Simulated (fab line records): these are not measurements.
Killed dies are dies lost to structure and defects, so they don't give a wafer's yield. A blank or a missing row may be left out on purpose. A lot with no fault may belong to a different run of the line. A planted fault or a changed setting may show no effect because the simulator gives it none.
Matching of chambers || flow nand-harc || rie-diel-09 running NHARC_P_GATE_DESCUM_13: 4 sister chambers
The step chemistry O2, time 3 s. 8 wafers are shown with their chamber, then 10 later ones without.

EACH WAFER AND ITS CHAMBER
{"wafer": "L082.3", "chamber": 2, "showerhead-plenum-p-Torr (Torr)": 1.91, "drypump-motor-current-A (A)": 5.3}
{"wafer": "L084.2", "chamber": 2, "showerhead-plenum-p-Torr (Torr)": 1.91, "drypump-motor-current-A (A)": 5.3}
{"wafer": "L084.6", "chamber": 1, "showerhead-plenum-p-Torr (Torr)": 1.96, "drypump-motor-current-A (A)": 4.8}
{"wafer": "L086.3", "chamber": 1, "showerhead-plenum-p-Torr (Torr)": 1.96, "drypump-motor-current-A (A)": 4.8}
{"wafer": "L086.5", "chamber": 3, "showerhead-plenum-p-Torr (Torr)": 1.81, "drypump-motor-current-A (A)": 5.7}
{"wafer": "L086.6", "chamber": 0, "showerhead-plenum-p-Torr (Torr)": 2.00, "drypump-motor-current-A (A)": 5.5}
{"wafer": "L087.1", "chamber": 3, "showerhead-plenum-p-Torr (Torr)": 1.80, "drypump-motor-current-A (A)": 5.8}
{"wafer": "L087.5", "chamber": 0, "showerhead-plenum-p-Torr (Torr)": 2.01, "drypump-motor-current-A (A)": 5.6}

WAFERS WITH NO CHAMBER GIVEN
{"wafer": "L087.6", "showerhead-plenum-p-Torr (Torr)": 1.81, "drypump-motor-current-A (A)": 5.8}
{"wafer": "L091.2", "showerhead-plenum-p-Torr (Torr)": 1.81, "drypump-motor-current-A (A)": 5.8}
{"wafer": "L091.4", "showerhead-plenum-p-Torr (Torr)": 2.00, "drypump-motor-current-A (A)": 5.5}
{"wafer": "L091.5", "showerhead-plenum-p-Torr (Torr)": 1.96, "drypump-motor-current-A (A)": 4.8}
{"wafer": "L096.2", "showerhead-plenum-p-Torr (Torr)": 2.00, "drypump-motor-current-A (A)": 5.6}
{"wafer": "L096.4", "showerhead-plenum-p-Torr (Torr)": 1.80, "drypump-motor-current-A (A)": 5.7}
{"wafer": "L096.6", "showerhead-plenum-p-Torr (Torr)": 1.80, "drypump-motor-current-A (A)": 5.7}
{"wafer": "L097.1", "showerhead-plenum-p-Torr (Torr)": 1.91, "drypump-motor-current-A (A)": 5.3}
{"wafer": "L097.3", "showerhead-plenum-p-Torr (Torr)": 1.96, "drypump-motor-current-A (A)": 4.8}
{"wafer": "L097.4", "showerhead-plenum-p-Torr (Torr)": 2.00, "drypump-motor-current-A (A)": 5.6}

CHAMBER TAKEN BY EACH
{"wafer": "L087.6", "from the rows above": 3, "in truth": 3}
{"wafer": "L091.2", "from the rows above": 3, "in truth": 3}
{"wafer": "L091.4", "from the rows above": 0, "in truth": 0}
{"wafer": "L091.5", "from the rows above": 1, "in truth": 1}
{"wafer": "L096.2", "from the rows above": 0, "in truth": 0}
{"wafer": "L096.4", "from the rows above": 3, "in truth": 3}
{"wafer": "L096.6", "from the rows above": 3, "in truth": 3}
{"wafer": "L097.1", "from the rows above": 2, "in truth": 2}
{"wafer": "L097.3", "from the rows above": 1, "in truth": 1}
{"wafer": "L097.4", "from the rows above": 0, "in truth": 0}
Correctly placed: 10 of 10. Can't be placed from these rows: 0. 0 placed wrongly.
How it was worked out, from the rows above alone: a wafer's distance from a chamber is the root of the sum, over the readings, of the square of ((its reading less the chamber's mean) divided by the reading's scatter). The wafer belongs to the nearest chamber; if the next one is less than 2 further off, it can't be placed. A chamber's mean is the mean of its shown wafers. The scatter: the root of (the sum of the squares of (reading less its chamber's mean) over the shown wafers, divided by (wafers less chambers)).
